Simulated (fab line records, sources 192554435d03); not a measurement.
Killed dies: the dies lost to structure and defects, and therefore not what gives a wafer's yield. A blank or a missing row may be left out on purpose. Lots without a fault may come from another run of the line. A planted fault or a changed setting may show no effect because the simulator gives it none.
8D (eight disciplines) problem report, filled in by code || flow n5 finfet || the parts of the form that need people (team, actions taken, sign-off) are left out

## 1. THE ISSUE
Wafers without a fault read 1499.9 rpm, standard deviation 0.86; spin speed rpm at N5_BEOL_M9_COAT_59 reads a mean of 1701.2 rpm on 6 wafers belonging to 2 lots. That is +99 or more standard deviations from the usual mean.
The step: time 60 s, resist thk 100 nm.
First observed at day 10 19:29: wafer L552.1, on litho track-04. Wafers with a number at this step in the record: 12, from 4 lots. Rule for "out", or "out of limits": more than 4 standard deviations from the usual mean. The other wafers with a number count as sound.

## 2. WHAT THIS IS AND IS NOT
{"question": "which readings at this step", "is": "spin speed rpm", "is not": "-"}
{"question": "which lots", "is": "L552, L553", "is not": "L549, L569"}
{"question": "which wafers of those lots", "is": "all that have a number", "is not": "-"}
{"question": "read on which tools", "is": "litho track-04", "is not": "litho track-01"}
{"question": "when", "is": "from day 10 19:29", "is not": "up to then (3 sound wafers); but 3 sound wafers of L569 came after"}

## 3. THE SUSPECTS, EACH WITH WHAT RULES IT OUT
Counting: a tool at any process step up to the reading remains a suspect when it ran all the lots that are out and ran no sound lot after the first of those.
- litho track-04 at N5_BEOL_M9_COAT_59 (time 60 s, resist thk 100 nm): kept. All lots that are out passed through it, beginning with L552 at day 10 19:29, and no sound lot followed; its final sound lot before that point was L549 at day 10 00:50. On those wafers its own readings are out: spin speed rpm.
After counting, what remains is litho track-04 at N5_BEOL_M9_COAT_59.

## 4. THE CAUSE (what the simulator had put in)
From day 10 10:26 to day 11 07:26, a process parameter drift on litho track-04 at N5_BEOL_M9_COAT_59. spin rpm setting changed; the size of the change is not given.
The count eliminated every tool but this one.

## 5. SEQUENCE OF EFFECTS, ordered by route
Each row: a reading whose mean over the struck wafers that have a number lies more than 3 standard deviations from the usual. Scope: only readings with a usual standard deviation given in the record; hours: median across lots of the time from each lot's start at the first step in this table that gives one to its start at this step; sigmas: change in usual standard deviations.
{"hours": 0, "step": "N5_BEOL_M9_COAT_59", "reading": "spin speed rpm", "usual": "1499.9 rpm", "on struck wafers": 1701.2, "change": "+201.3", "sigmas": "+99 or more"}
It contains these process steps:
- N5_BEOL_M9_COAT_59: time 60 s, resist thk 100 nm.

## 6. HOW IT WOULD HAVE BEEN CAUGHT EARLIER
First out-of-limits reading in this record: day 10 19:29, which is 9 hours after fault onset at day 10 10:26.
